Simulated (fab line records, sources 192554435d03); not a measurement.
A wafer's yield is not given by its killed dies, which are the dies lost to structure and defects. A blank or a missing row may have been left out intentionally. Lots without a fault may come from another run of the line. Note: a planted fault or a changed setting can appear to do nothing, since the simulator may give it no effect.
fab line records	flow n5-finfet
[record] lots = 4	wafers = 12	last-day = 18
route steps=1938 shown BEOL_M0_SAQP@668 BEOL_M0_CUTY@701 BEOL_M4@1111
lots with no fault: from the same line, run without faults
start-h: hours from the record's first day to the start of the lot's first wafer shown	wait-h: time in hours since the lot's previous step	" unchanged from the row above	L1.1+2: one row covering several wafers at once	- value missing, or start not given	* or withheld: withheld	< > ~ a bound
route shown NAME@n: NAME is a module with steps in the file, n the number in the route of the first one	usual: mean/standard deviation taken from wafers without a fault	same: alike in all rows	chamber/n: place in a boat	sites: readings site by site	_std_site: the values' standard deviation	_edge_site: mean of outer sites minus mean of inner sites	radius-mm: for every site, how far away it sits from the centre of the wafer	mask NAME#n: copy n	behind: the last tool/chamber to shape the wafer	hold: reason for holding the lot/hours on hold/outcome of the hold	device: whichever transistor did not switch (one of n, p or np)	end of line: tests of these same wafers at the route's end	step lacking rows: just its recipe	killed: dies lost to structure and defects at the first sort, not the wafer's yield	map: shows each die of a wafer: x if killed, . if not, _ if none is there
set.NAME: setting as actually run; set.NAME@STEP: the setting as run at that earlier step	model.NAME: the simulator's own value behind a step, which no gauge read
lots seen at some steps along the route; tables by step, rows by wafer
services: from which hour (start-h, from the record's first day; less than 0 if before it) a tool's chamber was out of use, for how many hours, and why
[[steps]]
[step N5_BEOL_M0_SAQP_ETCH_102]
[recipe] chemistry = CF4	target = SiO2	target-depth-a = 40	ion-energy-ev = 350	time-s = 4.4	pressure-mtorr = 10	icp-w = 800	bias-w = 400	cf4-flow-sccm = 80
[step N5_BEOL_M0_SAQP_MANDREL_ETCH_103]
[recipe] chemistry = HBr/Cl2	target = a-Si	target-depth-a = 450	bt-time-s = 10	stop-on = SiCN	mask-material = SiO2	over-etch-frac = 0.8	time-s = 27	pressure-mtorr = 10	icp-w = 800	bias-w = 75	HBr_flow_sccm = 150	Cl2_flow_sccm = 80	ends = end-point
[step N5_BEOL_M0_SAQP_RECESS_104]
[recipe] chemistry = HF/NH3	target = SiO2	target-depth-a = 180	afs-cycles = 3	temp-c = 30	sublimation-temp-c = 180	sublimation-time-s = 60
[step N5_BEOL_M0_SAQP_COAT_105]
[recipe] resist = SOC	temp-c = 250	time-s = 60	spin-rpm = 1500	resist-thk-nm = 100
[step N5_BEOL_M0_SAQP_ETCH_106]
[recipe] chemistry = N2/H2	target = SOC	target-depth-a = 1500	stop-on = SiNx	ion-energy-ev = 100	bias-w = 61	pressure-mtorr = 30	source-w = 850	n2-flow-sccm = 200	h2-flow-sccm = 200
[step N5_BEOL_M0_SAQP_ETCH_107]
[recipe] chemistry = CH3F/O2	target = SiNx	target-depth-a = 300	mask-material = SOC	pressure-mtorr = 30	source-w = 395	bias-w = 73	Ar_flow_sccm = 150	CH3F_flow_sccm = 30	O2_flow_sccm = 20	ion-energy-ev = 120
[step N5_BEOL_M0_SAQP_STRIP_108]
[recipe] chemistry = N2/H2	power-w = 500	temp-c = 40	pressure-mtorr = 50	rf-frequency-hz = 6e+07	overash-fraction = 0.3	bias-power-w = 28	h2-frac = 0.5	n2-flow-sccm = 300	h2-flow-sccm = 300
[step N5_BEOL_M0_SAQP_RECESS_109]
[recipe] chemistry = HF/NH3	target = SiO2	target-depth-a = 30	afs-cycles = 1	temp-c = 30	sublimation-temp-c = 180	sublimation-time-s = 60
[step N5_BEOL_M0_SAQP_SPACER2_ALD_26]
[recipe] material = SiO2	target-thk-a = 150	temp-c = 300	ald-precursor-family = BDEAS	ald-co-reactant = O2-plasma	pulse-time-s = 1	purge-time-s = 2	co-reactant-purge-time-s = 2	pressure-torr = 2
[step N5_BEOL_M0_SAQP_SPACER2_ETCHBACK_27]
[recipe] chemistry = CHF3/O2	mode = anisotropic-etchback	target = SiO2	target-depth-a = 225	time-s = 11.25	pressure-mtorr = 30	source-w = 650	bias-w = 170	Ar_flow_sccm = 200	CHF3_flow_sccm = 50	O2_flow_sccm = 5	ion-energy-ev = 200
[step N5_BEOL_M0_SAQP_MANDREL2_REMOVE_110]
[recipe] chemistry = HBr/Cl2/O2	bt-time-s = 10	target = a-Si	stop-on = SiCN	endpoint = OES-SiCl	over-etch-frac = 1	icp-w = 600	bias-w = 30	HBr_flow_sccm = 150	Cl2_flow_sccm = 80	O2_flow_sccm = 5	pressure-mtorr = 10
[step N5_BEOL_M0_SAQP_COAT_69]
[recipe] resist = SOC	temp-c = 250	time-s = 60	spin-rpm = 1500	resist-thk-nm = 90
[usual] heater-power-total-W = 500.3/1.9	plate-temp-C = 250.00/0.16	spin-speed-rpm = 1499.9/1.1
lot.wafer	tool	chamber	start-h	wait-h	heater-power-total-W	plate-temp-C	spin-speed-rpm	model.SOC_of_BEOL_M0_SAQP_COAT_69.thk-nm
L386.2	litho-track-02	0	180.51	0.0	501.1	250.28	1500.3	89.6
L386.4	"	0	"	"	502.5	250.16	1499.1	89.8
L386.5	"	0	"	"	500.6	250.23	1500.0	90
L391.3	litho-track-02	0	207.58	0.0	502.0	250.07	1299.4	96.2
L391.4	"	0	"	"	498.3	249.91	1297.7	96
L391.5	"	0	"	"	501.9	249.79	1299.9	96.2
L393.2	litho-track-02	0	217.97	0.0	499.9	250.04	1299.2	96.6
L393.4	"	0	"	"	501.7	250.04	1298.0	96.8
L393.5	"	0	"	"	499.4	249.97	1298.7	97
L394.1	litho-track-05	0	224.93	0.0	501.3	250.06	1498.4	90.6
L394.2	"	0	"	"	503.3	249.89	1498.4	90.2
L394.4	"	0	"	"	503.0	249.72	1499.3	90.4
[step N5_BEOL_M0_SAQP_COAT_72]
[recipe] resist = SiARC	temp-c = 220	time-s = 60	spin-rpm = 1500	resist-thk-nm = 15
[step N5_BEOL_M0_SAQP_COAT_87]
[recipe] resist = underlayer	temp-c = 205	time-s = 60	spin-rpm = 1500	resist-thk-nm = 5
[step N5_BEOL_M0_SAQP_COAT_34]
[recipe] resist = CAR-EUV	spin-rpm = 1500	resist-thk-nm = 30
[step N5_BEOL_M0_SAQP_EBR_36]
[recipe] solvent = PGMEA	ebr-width-mm = 1.5
[step N5_BEOL_M0_SAQP_SOFTBAKE_35]
[recipe] temp-c = 110	time-s = 60	resist = CAR-EUV
[step N5_BEOL_M0_SAQP_EXPOSE_37]
[recipe] mask-id = M0_CUT1	na = 0.33	source-shape = annular	sigma-inner = 0.35	sigma-outer = 0.8	polarization = unpolarized	target-cd-nm = 30	dose-mj = 44.75
[step N5_BEOL_M0_SAQP_PEB_38]
[recipe] peb-temp-c = 100	peb-time-s = 60	resist = CAR-EUV
[step N5_BEOL_M0_SAQP_DEVELOP_39]
[recipe] develop-time-s = 30	developer = TMAH	resist = CAR-EUV	rinse-liquid = surfactant-rinse	dry = air-spin	dev-temp-c = 23
[step N5_BEOL_M0_SAQP_DESCUM_45]
[recipe] chemistry = O2	time-s = 7	source-power-w = 50	bias-power-w = 20	pressure-mtorr = 20	rf-frequency-hz = 2.712e+07	temp-c = 40	resist = CAR-EUV	o2-flow-sccm = 225
[step N5_BEOL_M0_SAQP_ETCH_88]
[recipe] chemistry = N2/H2	target = underlayer	target-depth-a = 65	time-s = 5.2	ion-energy-ev = 200	mask-material = CAR-EUV	pressure-mtorr = 30	source-w = 840	bias-w = 150	n2-flow-sccm = 200	h2-flow-sccm = 200	ends = cleared
[step N5_BEOL_M0_SAQP_ETCH_73]
[recipe] chemistry = CF4	target = SiARC	target-depth-a = 195	mask-material = CAR-EUV	time-s = 32.5	ion-energy-ev = 80	pressure-mtorr = 40	source-w = 545	bias-w = 36	Ar_flow_sccm = 100	cf4-flow-sccm = 100	ends = cleared
[step N5_BEOL_M0_SAQP_CUT_ETCH_46]
[recipe] chemistry = N2/H2	target = SOC	target-depth-a = 1350	overetch-a = 270	temp-c = 40	time-s = 202.5	ion-energy-ev = 200	mask-material = SiARC	pressure-mtorr = 30	source-w = 840	bias-w = 150	n2-flow-sccm = 200	h2-flow-sccm = 200
[step N5_BEOL_M0_SAQP_STRIP_74]
[recipe] chemistry = N2/H2	temp-c = 40	n2-flow-sccm = 200	h2-flow-sccm = 200	rf-frequency-hz = 6e+07
[step N5_BEOL_M0_SAQP_STRIP_89]
[recipe] chemistry = N2/H2	temp-c = 40	n2-flow-sccm = 200	h2-flow-sccm = 200	rf-frequency-hz = 6e+07
[step N5_BEOL_M0_SAQP_ALD_48]
[recipe] material = SiO2	target-thk-a = 200	temp-c = 100	ald-precursor-family = BDEAS	ald-co-reactant = O2-plasma	pulse-time-s = 1	co-reactant-pulse-time-s = 1	purge-time-s = 2	co-reactant-purge-time-s = 2	ald-cycles = 139	pressure-torr = 2
[step N5_BEOL_M0_SAQP_ETCH_49]
[recipe] chemistry = CF4/O2	target-depth-a = 370	target = SiO2	pressure-mtorr = 40	source-w = 535	bias-w = 49	Ar_flow_sccm = 100	cf4-flow-sccm = 100	O2_flow_sccm = 10	ion-energy-ev = 100
[usual] drypump-motor-current-A = 5.5/0.52	oes-product-au = 0.80/0.079	rf-fwd-power-W = 532.7/1.7	rf-vpp-V = 239/4.1	showerhead-plenum-p-Torr = 2.22/0.072	throttle-valve-pct = 15.92/0.19
lot.wafer	tool	chamber	start-h	wait-h	drypump-motor-current-A	oes-product-au	rf-fwd-power-W	rf-hours-counter-h	rf-vpp-V	showerhead-plenum-p-Torr	throttle-valve-pct	model.SOC_of_BEOL_M0_SAQP_COAT_69.thk-nm
L386.2	rie-diel-01	0	181.71	0.3	6.1	0.69	531.6	245	252	2.27	16.40	70.2
L386.4	"	1	"	"	6.1	0.71	531.9	202	239	2.26	15.81	70.6
L386.5	"	1	"	"	6.1	0.71	531.3	-	240	2.26	15.79	70.6
L391.3	rie-diel-05	3	209.09	0.4	4.9	0.86	531.6	48	237	2.16	15.71	76.4
L391.4	"	2	"	"	5.5	0.76	532.5	147	235	2.13	15.90	76.2
L391.5	"	1	"	"	5.9	0.87	536.8	-	240	2.33	15.98	76.6
L393.2	rie-diel-05	3	219.29	0.3	5.0	0.86	534.3	51	235	2.16	15.73	77
L393.4	"	2	"	"	5.5	0.76	536.0	149	236	2.13	15.92	77.2
L393.5	"	3	"	"	5.0	0.85	535.5	-	236	2.16	15.71	77.4
L394.1	rie-diel-05	3	226.26	0.3	5.0	0.85	535.1	54	237	2.15	15.71	71.2
L394.2	"	2	"	"	5.5	0.76	533.3	152	236	2.13	15.93	70.6
L394.4	"	1	"	"	5.8	0.86	531.6	64	241	2.33	16.00	71
[step N5_BEOL_M0_SAQP_STRIP_75]
[recipe] chemistry = CF4	resist = SiARC	power-w = 300	bias-power-w = 75	pressure-mtorr = 50	cf4-flow-sccm = 150	rf-frequency-hz = 6e+07
[step N5_BEOL_M0_CUTY_COAT_50]
[recipe] resist = SiARC	temp-c = 220	time-s = 60	spin-rpm = 1500	resist-thk-nm = 15
[step N5_BEOL_M0_CUTY_COAT_51]
[recipe] resist = CAR-ArF-block	spin-rpm = 1500	resist-thk-nm = 150
[step N5_BEOL_M0_CUTY_EBR_52]
[recipe] solvent = PGMEA	ebr-width-mm = 1.5
[step N5_BEOL_M0_CUTY_SOFTBAKE_53]
[recipe] temp-c = 110	time-s = 60	resist = CAR-ArF-block
[step N5_BEOL_M0_CUTY_EXPOSE_54]
[recipe] mask-id = M0_ABLK	na = 1.35	source-shape = conventional	sigma-outer = 0.8	polarization = unpolarized	dose-mj = 36
[step N5_BEOL_M0_CUTY_PEB_55]
[recipe] peb-temp-c = 110	peb-time-s = 60	resist = CAR-ArF-block
[step N5_BEOL_M0_CUTY_DEVELOP_56]
[recipe] develop-time-s = 30	developer = TMAH	resist = CAR-ArF-block	rinse-liquid = diw	dry = air-spin	dev-temp-c = 23
[step N5_BEOL_M0_CUTY_ETCH_63]
[recipe] chemistry = N2/H2	target = SOC	target-depth-a = 827	overetch-a = 165	mask-material = SiARC	temp-c = 40	ion-energy-ev = 200	time-s = 124	pressure-mtorr = 30	source-w = 840	bias-w = 150	n2-flow-sccm = 200	h2-flow-sccm = 200
[usual] drypump-motor-current-A = 5.8/0.52	h2-flow-sccm = 200.0/0.59	n2-flow-sccm = 200.0/0.63	oes-product-au = 0.61/0.063	rf-fwd-power-W = 837.3/2.6	rf-vpp-V = 524.1/2.8	showerhead-plenum-p-Torr = 2.55/0.098	throttle-valve-pct = 17.8/0.33
lot.wafer	tool	chamber	start-h	wait-h	drypump-motor-current-A	h2-flow-sccm	n2-flow-sccm	oes-product-au	rf-fwd-power-W	rf-hours-counter-h	rf-vpp-V	showerhead-plenum-p-Torr	throttle-valve-pct	model.etch.depth-nm
L386.2	rie-diel-02	1	182.37	0.0	5.5	201.4	199.9	0.59	838.6	211	523.8	2.53	18.3	70.28
L386.4	"	0	"	"	6.1	200.2	200.4	0.77	836.7	16	527.3	2.71	17.1	70.51
L386.5	"	0	"	"	6.1	200.6	199.8	0.77	833.6	-	528.6	2.71	17.1	70.65
L391.3	rie-diel-03	1	209.75	0.0	6.0	200.4	198.8	0.65	833.8	169	529.1	2.65	18.4	76.49
L391.4	"	2	"	"	5.6	200.3	199.3	0.61	834.7	187	520.7	2.42	17.8	76.27
L391.5	"	0	"	"	4.8	200.5	201.3	0.79	838.1	-	522.1	2.50	17.4	76.51
L393.2	rie-diel-06	1	220.51	0.0	5.2	201.1	199.9	0.59	837.8	210	526.9	2.62	17.7	76.95
L393.4	"	0	"	"	5.9	199.9	198.9	0.63	838.5	201	525.9	2.63	18.1	77.23
L393.5	"	3	"	"	6.8	200.1	200.1	0.60	838.2	-	525.8	2.62	17.9	77.36
L394.1	rie-diel-02	1	226.96	0.0	5.5	199.0	199.9	0.58	837.2	230	522.3	2.52	18.3	71.21
L394.2	"	3	"	"	6.3	200.6	201.0	0.59	832.9	199	518.6	2.43	17.7	70.68
L394.4	"	0	"	"	6.1	200.6	199.7	0.73	839.7	-	528.3	2.70	17.2	70.92
[step N5_BEOL_M4_RC_MEAS_101]
[usual] DIBL_N = 36.3/1.6	DIBL_P = 36.4/2.1	IOFF_N = 0.16/0.032	IOFF_P = 0.22/0.044	ION_N = 675/12	ION_P = 463/8.3	SS_N = 71.6/0.64	SS_P = 73.3/0.67	VT_N = 250/3.3	VT_P = -250/3.7
lot.wafer	tool	chamber	start-h	wait-h	DIBL_N[mV/V]	DIBL_P[mV/V]	IOFF_N[nA/um]	IOFF_P[nA/um]	ION_N[uA/um]	ION_P[uA/um]	SS_N[mV/dec]	SS_P[mV/dec]	VT_N[mV]	VT_P[mV]
L386.2	prober-02	0	287.15	0.2	33.6	32.0	0.12	0.19	662	463	70.6	72.5	254	-250
L386.4	"	0	"	"	34.8	35.0	0.15	0.23	677	465	71.1	72.6	249	-247
L386.5	"	0	"	"	35.6	34.6	0.15	0.22	671	462	71.6	73.3	251	-247
L391.3	prober-02	0	310.25	0.3	34.7	33.3	0.13	0.18	667	459	71.3	72.8	248	-253
L391.4	"	0	"	"	35.7	34.1	0.14	0.19	667	460	71.6	73.3	252	-253
L391.5	"	0	"	"	34.7	33.7	0.14	0.19	689	471	70.9	72.8	251	-253
L394.1	prober-02	0	317.05	0.0	37.7	37.0	0.15	0.18	685	463	71.4	73.3	250	-256
L394.2	"	0	"	"	36.0	35.4	0.13	0.17	678	459	71.3	72.8	251	-254
L394.4	"	0	"	"	34.7	33.3	0.10	0.13	648	443	71.1	72.2	258	-259
L393.2	prober-02	0	323.63	0.2	38.0	39.4	0.20	0.27	691	474	71.1	73.8	243	-245
L393.4	"	0	"	"	36.5	36.9	0.16	0.23	666	464	72.3	73.1	247	-246
L393.5	"	0	"	"	35.3	35.1	0.13	0.19	668	464	71.1	73.3	255	-249
[[services]]
tool	chamber	start-h	hours	kind
litho-track-02	-	157.06	-	consumable-replace:filter
rie-diel-01	3	160.50	4.9	repair
rie-diel-03	0	163.82	-	clean
rie-diel-03	0	163.82	-	consumable-replace:focus-ring
rie-diel-03	0	163.82	23.9	scheduled-down
rie-diel-03	0	163.82	23.9	vent-cycle
rie-diel-02	2	187.41	4.7	repair
rie-diel-01	0	198.60	-	clean
rie-diel-01	0	198.60	-	consumable-replace:focus-ring
rie-diel-01	0	198.60	23.9	scheduled-down
rie-diel-01	0	198.60	23.9	vent-cycle
rie-diel-06	2	204.99	5.7	repair
rie-diel-02	0	209.63	4.7	repair
rie-diel-02	2	215.22	8.0	repair
rie-diel-02	2	223.32	-	clean
rie-diel-02	2	223.32	-	consumable-replace:focus-ring
rie-diel-02	2	223.32	17.2	scheduled-down
rie-diel-02	2	223.32	17.2	vent-cycle
rie-diel-05	-	223.92	0.2	repair
[[key]]
[first-sign] step = N5_BEOL_M0_SAQP_COAT_69	reading = spin-speed-rpm	direction = down	sigmas = 99+	usual = *	struck = *
effect none on later readings
[model-effect] step = N5_BEOL_M0_SAQP_COAT_69	value = SOC_of_BEOL_M0_SAQP_COAT_69.thk-nm	without = 89.77	struck = 96.47
[model-effect] step = N5_BEOL_M0_SAQP_ETCH_49	value = SOC_of_BEOL_M0_SAQP_COAT_69.thk-nm	without = 70.1	struck = 76.8
[model-effect] step = N5_BEOL_M0_CUTY_ETCH_63	value = etch.depth-nm	without = 70.1	struck = 76.8
met-at N5_BEOL_M0_SAQP_COAT_69
struck-wafers L391.3,L391.4,L391.5,L393.2,L393.4,L393.5
onset-between 180.51 207.58
[fault] kind = process-parameter-drift	tool = litho-track-02	chamber = -	onset-h = 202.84	steps = N5_BEOL_M0_SAQP_COAT_69	channel = spin-rpm	offset = *	shape = step	end-h = 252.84	acts-in = *	stated = *
